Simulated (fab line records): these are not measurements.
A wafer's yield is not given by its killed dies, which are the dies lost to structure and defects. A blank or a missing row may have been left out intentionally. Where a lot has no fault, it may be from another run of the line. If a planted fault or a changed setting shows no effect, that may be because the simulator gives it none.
Which of the tools did it? ; flow n5-finfet ; Sampling: 10 lots, 30 wafers, 5 of 1938 route steps

## WHAT THE GAUGES READ, wafer by wafer
N5_BEOL_M4_RC_MEAS_101. Usual: DIBL_N 36.6 mV/V, standard deviation 1.9; DIBL_P 36.7 mV/V, standard deviation 2.2; IOFF_N 0.16 nA/um, standard deviation 0.035; IOFF_P 0.22 nA/um, standard deviation 0.038; ION_N 672 uA/um, standard deviation 14; ION_P 462 uA/um, standard deviation 8.3; SS_N 71.6 mV/dec, standard deviation 0.65; SS_P 73.5 mV/dec, standard deviation 0.72; VT_N 250 mV, standard deviation 3.5; VT_P -250 mV, standard deviation 3.1.
lot;measured;on;DIBL_N (mV/V);DIBL_P (mV/V);IOFF_N (nA/um);IOFF_P (nA/um);ION_N (uA/um);ION_P (uA/um);SS_N (mV/dec);SS_P (mV/dec);VT_N (mV);VT_P (mV);flag
L533;day 9 10:38;prober-02;37.8 42.0 34.8;36.2 40.1 33.9;0.15 0.27 0.13;0.21 0.27 0.18;666 682 680;459 458 468;71.6 73.9 71.1;72.7 74.7 72.6;250 245 252;-249 -249 -251;
L536;day 9 15:41;prober-02;36.5 34.4 33.4;36.7 34.7 32.6;0.15 0.12 0.11;0.19 0.16 0.14;653 667 650;448 453 442;71.6 71.0 70.7;73.3 72.7 71.6;254 254 257;-258 -257 -257;
L540;day 10 22:46;prober-01;36.2 36.9 35.3;36.5 37.1 35.5;0.14 0.16 0.13;0.21 0.23 0.20;674 673 674;459 467 465;71.4 71.7 71.0;73.3 74.2 73.5;256 251 251;-252 -245 -250;
L541;day 11 09:17;prober-02;36.3 37.3 36.5;36.6 38.0 37.6;0.15 0.16 0.16;0.21 0.23 0.22;678 659 681;468 459 463;71.1 71.4 71.4;73.3 74.0 73.7;252 250 247;-252 -248 -250;
L544;day 11 17:41;prober-01;39.4 37.4 37.5;38.3 34.6 36.3;0.19 0.15 0.16;0.29 0.22 0.26;660 660 674;458 462 468;72.1 71.8 72.5;74.2 73.2 73.5;249 252 251;-245 -248 -248;
L545;day 12 08:23;prober-01;35.5 33.3 35.3;35.2 32.9 34.6;0.13 0.11 0.14;0.18 0.16 0.18;650 656 665;451 459 452;71.8 70.9 71.5;73.1 72.7 73.1;252 254 253;-251 -254 -251;
L547;day 12 19:28;prober-01;36.6 37.8 41.0;32.5 34.6 37.7;0.13 0.16 0.23;0.18 0.22 0.27;661 673 677;455 457 462;71.1 71.8 72.7;73.0 74.1 74.2;252 247 244;-254 -249 -249;
L548;day 13 03:19;prober-01;38.8 35.6 38.5;40.6 36.4 40.4;0.21 0.15 0.21;0.29 0.21 0.30;670 656 670;462 456 467;72.3 71.5 72.9;74.8 72.8 74.9;247 253 245;-244 -249 -247;
L554;day 14 07:49;prober-02;38.0 39.0 37.8;37.2 39.1 36.6;0.19 0.23 0.18;0.26 0.31 0.25;699 682 674;472 467 463;71.8 71.8 72.4;73.5 74.1 73.6;249 245 248;-244 -244 -245;
L555;day 14 16:10;prober-01;37.0 36.8 38.7;38.4 38.0 39.6;0.17 0.17 0.20;0.22 0.24 0.26;674 676 694;467 459 470;71.4 72.2 72.2;73.3 74.1 73.6;251 248 249;-250 -248 -248;

## EACH LOT AND THE TOOL THAT RAN IT (in order: tool; ch and the chambers of the sampled wafers; start)
lot;N5_HKMG_FIN_ETCH_86;N5_HKMG_FIN_ALD_71;N5_HKMG_FIN_STRIP_69;N5_HKMG_FIN_W_FILL_22
L533;rie-diel-04 ch 1,2, day 4 11:59;ald-metal-02 ch 0,3, day 4 12:43;plasma-asher-01 ch 0, day 4 13:25;cvd-w-01 ch 0, day 4 14:14
L536;rie-diel-02 ch 1,2,3, day 5 07:08;ald-metal-03 ch 1,2,3, day 5 07:53;plasma-asher-02 ch 0,1, day 5 08:37;cvd-w-02 ch 0,1, day 5 09:25
L540;rie-diel-04 ch 0,2,3, day 6 07:11;ald-metal-04 ch 2,3, day 6 07:55;plasma-asher-02 ch 0,1, day 6 08:49;cvd-w-01 ch 0,1, day 6 09:30
L541;rie-diel-04 ch 1,2,3, day 6 10:23;ald-metal-03 ch 0,1,3, day 6 11:07;plasma-asher-02 ch 0,1, day 6 11:49;cvd-w-02 ch 0,1, day 6 12:37
L544;rie-diel-05 ch 0,3, day 7 11:53;ald-metal-04 ch 1,2,3, day 7 12:38;plasma-asher-01 ch 0,1, day 7 13:20;cvd-w-01 ch 0,1, day 7 14:09
L545;rie-diel-02 ch 0,1,3, day 7 13:13;ald-metal-03 ch 1,2,3, day 7 13:58;plasma-asher-02 ch 0,1, day 7 14:47;cvd-w-02 ch 0,1, day 7 15:29
L547;rie-diel-04 ch 2,3, day 7 22:27;ald-metal-03 ch 0,2,3, day 7 23:14;plasma-asher-02 ch 0,1, day 7 23:56;cvd-w-01 ch 0,1, day 8 00:45
L548;rie-diel-05 ch 0,1, day 8 03:26;ald-metal-03 ch 1,3, day 8 04:10;plasma-asher-02 ch 0,1, day 8 05:05;cvd-w-01 ch 0,1, day 8 05:47
L554;rie-diel-05 ch 1,2,3, day 9 17:29;ald-metal-04 ch 0,3, day 9 18:13;plasma-asher-02 ch 1, day 9 18:55;cvd-w-01 ch 0,1, day 9 19:43
L555;rie-diel-02 ch 2,3, day 9 21:45;ald-metal-02 ch 0,2,3, day 9 22:29;plasma-asher-01 ch 0,1, day 9 23:19;cvd-w-01 ch 0,1, day 10 00:01
- N5_HKMG_FIN_ETCH_86: etches SOC in N2/H2, stops on TiN, target depth 393.2 nm.
- N5_HKMG_FIN_ALD_71: deposits TiN, target thk 1 nm, pulse time 1 s, purge time 3 s.
- N5_HKMG_FIN_STRIP_69: strips in N2/H2, time 360 s.
- N5_HKMG_FIN_W_FILL_22: material W, target thk 60 nm, time 18.2 s.

## AS READ BY THE TOOLS THEMSELVES (means over the sampled wafers that have a number; for cases with no such wafer, the mark the record gives instead)
N5_HKMG_FIN_ETCH_86. Usual: drypump-motor-current-A 5.8 A, standard deviation 0.41; oes-product-au 0.74 a.u., standard deviation 0.047; rf-vpp-V 240.7 V, standard deviation 1.5; showerhead-plenum-p-Torr 2.55 Torr, standard deviation 0.1; throttle-valve-pct 17.90 %, standard deviation 0.26.
lot;tool;drypump-motor-current-A (A);oes-product-au (a.u.);rf-vpp-V (V);showerhead-plenum-p-Torr (Torr);throttle-valve-pct (%);flag
L533;rie-diel-04;5.5;0.74;241.0;2.58;18.02;
L536;rie-diel-02;5.7;0.76;241.7;2.63;17.89;
L540;rie-diel-04;5.8;0.76;240.8;2.51;17.78;
L541;rie-diel-04;5.7;0.72;241.6;2.58;18.08;
L544;rie-diel-05;5.8;0.72;241.2;2.54;18.10;
L545;rie-diel-02;5.5;0.71;240.4;2.52;17.92;
L547;rie-diel-04;6.0;0.72;240.5;2.51;18.00;
L548;rie-diel-05;6.2;0.68;239.9;2.44;18.10;
L554;rie-diel-05;6.0;0.71;240.4;2.51;17.91;
L555;rie-diel-02;5.9;0.77;241.6;2.63;17.83;

N5_HKMG_FIN_ALD_71. Usual: heater-power-w 860 W, standard deviation 67; precursor-pulse-height-rel 1.000, standard deviation 0.021; susceptor-temp-C 400.05 C, standard deviation 0.23.
lot;tool;heater-power-w (W);precursor-pulse-height-rel;susceptor-temp-C (C);flag
L533;ald-metal-02;805;1.017;400.04;
L536;ald-metal-03;854;0.996;399.83;
L540;ald-metal-04;896;1.023;400.22;
L541;ald-metal-03;858;0.990;400.22;
L544;ald-metal-04;908;1.011;400.16;
L545;ald-metal-03;878;1.028;403.96;OFF
L547;ald-metal-03;894;0.974;403.92;OFF
L548;ald-metal-03;880;0.993;403.78;OFF
L554;ald-metal-04;888;0.989;400.10;
L555;ald-metal-02;826;0.989;400.11;

N5_HKMG_FIN_STRIP_69. Usual: drypump-motor-current-A 5.89 A, standard deviation 0.26; heater-power-w 474 W, standard deviation 38.
lot;tool;drypump-motor-current-A (A);heater-power-w (W);flag
L533;plasma-asher-01;5.88;453;
L536;plasma-asher-02;5.87;503;
L540;plasma-asher-02;5.88;504;
L541;plasma-asher-02;5.87;504;
L544;plasma-asher-01;5.71;444;
L545;plasma-asher-02;6.06;478;
L547;plasma-asher-02;6.06;476;
L548;plasma-asher-02;6.04;476;
L554;plasma-asher-02;5.70;522;
L555;plasma-asher-01;5.78;446;

N5_HKMG_FIN_W_FILL_22. Usual: heater-power-w 844 W, standard deviation 90; throttle-valve-pct 19.3 %, standard deviation 0.94.
lot;tool;heater-power-w (W);throttle-valve-pct (%);flag
L533;cvd-w-01;760;20.6;
L536;cvd-w-02;866;19.2;
L540;cvd-w-01;777;20.0;
L541;cvd-w-02;931;18.8;
L544;cvd-w-01;817;19.2;
L545;cvd-w-02;868;19.3;
L547;cvd-w-01;803;19.2;
L548;cvd-w-01;801;19.2;
L554;cvd-w-01;772;20.0;
L555;cvd-w-01;794;19.2;

## THE ANSWER, worked out from the rows above alone
Rule: a lot is off if the mean of its wafers that have a number lies more than 3 standard deviations from the usual mean. Also off: a lot with no number at a reading for which 4 or more lots have one. All remaining lots with rows at the step are treated as sound. After the gauges, taken in route order, come the tools' own readings; for these a lot's mean is taken, as printed above. At the first step where some lot is off, the reading lying furthest off is the one used; lots without a number count as furthest.
Off at N5_HKMG_FIN_ALD_71 (susceptor-temp-C): L545, L547, L548.
If a tool, at that step or one of the process steps before it, ran each lot that is off and ran no sound lot following the first of them, it fits. One candidate fits, namely ald-metal-03 at N5_HKMG_FIN_ALD_71. Its last sound lot is L541 (day 6 11:07), its first lot that is off L545 (day 7 13:58): a fault that began between those two fits.
On the lots that are off, the tool's own readings at N5_HKMG_FIN_ALD_71 differ by more than 5 times the standard deviation of the sound lots' means, which bears it out; susceptor-temp-C reads 403.89 C there versus 400.10 C on the sound lots.

## WHAT THE SIMULATOR PUT IN
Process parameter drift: ald-metal-03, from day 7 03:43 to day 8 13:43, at N5_HKMG_FIN_ALD_71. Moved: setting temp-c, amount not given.
Shown lots that were struck: L545, L547, L548. The rule given above showed the same thing.
